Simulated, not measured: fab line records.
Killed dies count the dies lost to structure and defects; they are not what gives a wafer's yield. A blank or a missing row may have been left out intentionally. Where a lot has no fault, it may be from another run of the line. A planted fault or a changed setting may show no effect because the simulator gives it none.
Which tool is to blame?	flow nand_harc	13 lots with 39 wafers sampled at 5 steps, on a route of 1302 steps

## WHAT THE GAUGES SHOWED, per wafer
NHARC_A_ONON_D1_THK_MEAS_30: measures by ellipsometry.
lot	measured	on	thk_nm (nm)
L675	day 8 12:17	film_metro-01	1001 1000 1001
L676	day 9 02:07	film_metro-01	1008 1009 1008
L679	day 10 10:36	film_metro-02	995 995 994
L680	day 10 22:35	film_metro-02	1014 1013 1015
L681	day 11 06:26	film_metro-01	977 976 976
L682	day 12 03:11	film_metro-01	1017 1016 1018
L683	day 12 03:11	film_metro-02	977 979 978
L685	day 12 16:24	film_metro-02	1021 1020 1021
L690	day 14 21:49	film_metro-01	1492 1491 1491
L692	day 16 02:24	film_metro-01	983 983 984
L693	day 16 02:25	film_metro-02	1492 1493 1493
L695	day 17 04:29	film_metro-01	1012 1013 1013
L697	day 17 21:13	film_metro-02	1009 1010 1011

NHARC_END_SORT_01.
lot	measured	on	killed_at_array	killed_at_other	killed_at_periphery	killed_dies	killed_open	killed_short
L690	day 30 22:27	prober-02	662 664 673	3 2 1	12 11 3	677 677 677	4 2 5	3 4 2
L693	day 33 07:31	prober-02	673 665 666	1 5 8	3 7 3	677 677 677	3 4 5	2 4 5

## EACH LOT AND THE TOOL THAT RAN IT (in order: tool; ch and the chambers of the sampled wafers; start)
lot	NHARC_A_ZERO_WELL_ETCH_13	NHARC_A_ZERO_WELL_RTA_16	NHARC_A_ONON_D1_DEP_28
L675	rie_si-04 ch 1,2, day 7 02:22	rtp_anneal-01 ch 0, day 7 03:22	pecvd_onon-04 ch 0, day 8 11:53
L676	rie_si-02 ch 0,1, day 7 11:27	rtp_anneal-02 ch 0, day 7 12:23	pecvd_onon-04 ch 0, day 9 01:40
L679	rie_si-02 ch 0,3, day 9 00:05	rtp_anneal-02 ch 0, day 9 01:03	pecvd_onon-03 ch 0, day 10 10:08
L680	rie_si-02 ch 1,3, day 9 11:23	rtp_anneal-01 ch 0, day 9 12:16	pecvd_onon-04 ch 0, day 10 22:05
L681	rie_si-04 ch 0,2, day 9 14:56	rtp_anneal-02 ch 0, day 9 15:50	pecvd_onon-04 ch 0, day 11 05:56
L682	rie_si-03 ch 0,2,3, day 10 14:07	rtp_anneal-01 ch 0, day 10 15:10	pecvd_onon-03 ch 0, day 12 02:41
L683	rie_si-02 ch 1,2,3, day 10 17:33	rtp_anneal-01 ch 0, day 10 18:26	pecvd_onon-02 ch 0, day 12 02:44
L685	rie_si-03 ch 2,3, day 11 05:49	rtp_anneal-01 ch 0, day 11 06:45	pecvd_onon-02 ch 0, day 12 16:00
L690	rie_si-04 ch 1,3, day 13 11:11	rtp_anneal-01 ch 0, day 13 12:08	pecvd_onon-02 ch 0, day 14 21:22
L692	rie_si-04 ch 2,3, day 14 15:35	rtp_anneal-02 ch 0, day 14 16:28	pecvd_onon-04 ch 0, day 16 01:53
L693	rie_si-03 ch 0,1,2, day 14 19:21	rtp_anneal-02 ch 0, day 14 20:16	pecvd_onon-02 ch 0, day 16 02:01
L695	rie_si-03 ch 0,1,3, day 15 18:37	rtp_anneal-01 ch 0, day 15 19:33	pecvd_onon-04 ch 0, day 17 04:06
L697	rie_si-03 ch 1,2,3, day 16 10:44	rtp_anneal-01 ch 0, day 16 11:40	pecvd_onon-04 ch 0, day 17 20:46
- NHARC_A_ZERO_WELL_ETCH_13: etches the open film in HBr/Cl2, target depth 120 nm, time 40.1 s.
- NHARC_A_ZERO_WELL_RTA_16: time 10 s.
- NHARC_A_ONON_D1_DEP_28: target thk 1000 nm.

## WHAT THE TOOLS THEMSELVES READ (means of the sampled wafers that have a number; where no wafer has one, the mark that the record gives instead)
NHARC_A_ZERO_WELL_ETCH_13.
lot	tool	drypump_motor_current_A (A)	mfc_cl2_sccm (sccm)	oes_product_au (a.u.)	throttle_valve_pct (%)
L675	rie_si-04	6.1	50.00	0.999	26.392
L676	rie_si-02	5.1	49.94	0.997	26.414
L679	rie_si-02	5.1	50.09	0.985	26.409
L680	rie_si-02	5.5	50.13	1.005	26.407
L681	rie_si-04	6.5	49.95	1.001	26.400
L682	rie_si-03	6.0	49.93	1.000	26.412
L683	rie_si-02	5.8	50.12	0.998	26.412
L685	rie_si-03	5.8	49.87	0.990	26.408
L690	rie_si-04	5.4	50.06	0.997	26.411
L692	rie_si-04	6.2	49.98	0.996	26.394
L693	rie_si-03	6.1	50.06	0.995	26.398
L695	rie_si-03	6.1	50.13	0.996	26.395
L697	rie_si-03	5.9	50.04	1.002	26.405

NHARC_A_ZERO_WELL_RTA_16.
lot	tool	anneal_temp_c_max	lamp_power_pct (%)	lamp_zone_7_pct (%)	wafer_temp_C_max
L675	rtp_anneal-01	1004.5	29.0	29.5	1006.2
L676	rtp_anneal-02	1005.9	26.8	27.3	1007.3
L679	rtp_anneal-02	1005.1	26.9	27.3	1006.7
L680	rtp_anneal-01	1004.6	29.1	29.5	1006.6
L681	rtp_anneal-02	1005.0	26.8	27.3	1006.9
L682	rtp_anneal-01	1005.0	29.0	29.5	1005.4
L683	rtp_anneal-01	1004.6	29.0	29.5	1006.1
L685	rtp_anneal-01	1004.5	29.0	29.5	1004.6
L690	rtp_anneal-01	1005.5	29.0	29.5	1006.8
L692	rtp_anneal-02	1006.1	26.9	27.3	1005.8
L693	rtp_anneal-02	1005.2	26.9	27.3	1007.1
L695	rtp_anneal-01	1006.2	29.0	29.5	1006.9
L697	rtp_anneal-01	1005.0	29.0	29.5	1006.7

NHARC_A_ONON_D1_DEP_28.
lot	tool	susceptor_temp_C (C)
L675	pecvd_onon-04	400.15
L676	pecvd_onon-04	399.94
L679	pecvd_onon-03	400.07
L680	pecvd_onon-04	400.09
L681	pecvd_onon-04	400.13
L682	pecvd_onon-03	400.21
L683	pecvd_onon-02	400.05
L685	pecvd_onon-02	400.03
L690	pecvd_onon-02	400.09
L692	pecvd_onon-04	399.95
L693	pecvd_onon-02	400.10
L695	pecvd_onon-04	400.18
L697	pecvd_onon-04	399.97

## THE ANSWER, worked out from the rows above alone
Rule: the lots themselves supply what counts as usual. Put in order of their means at a reading, lots are off if they are a third of the lots or fewer, leave a main group of 4 or more, and stand apart from it by a gap of 3 or more times the standard deviation of the main group's means; of several such gaps the widest counts. A main group whose means are all the same, to the digits that the tables above print for the reading, isn't used. Also off: a lot with no number at a reading for which 4 or more lots have one. Any other lot the step has rows for is counted as sound. Order of review: gauges by route order, followed by the tools' own readings, for which a lot's mean as printed above is used. The first step at which some lot is off is used, and at that step the reading that is off furthest; a lot without a number counts as furthest.
Off at NHARC_A_ONON_D1_THK_MEAS_30 (thk_nm): L690, L693. The main group has a mean of 1001 nm with a standard deviation of 15.
If a tool, at a process step before that reading, ran all the lots that are off and no sound lot after the first of them, it fits. Gauges at NHARC_A_ONON_D1_THK_MEAS_30: tried the same way as those tools. One fits: NHARC_A_ONON_D1_DEP_28 on pecvd_onon-02. A fault onset in the window from L685 (day 12 16:00, its last sound lot) to L690 (day 14 21:22, its first lot off) fits.

## WHAT HAD BEEN PUT IN BY THE SIMULATOR
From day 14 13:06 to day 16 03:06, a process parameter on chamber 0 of pecvd_onon-02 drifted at NHARC_A_ONON_D1_DEP_28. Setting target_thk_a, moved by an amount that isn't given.
Struck lots among those shown: L690, L693. The same result came from the rule above.
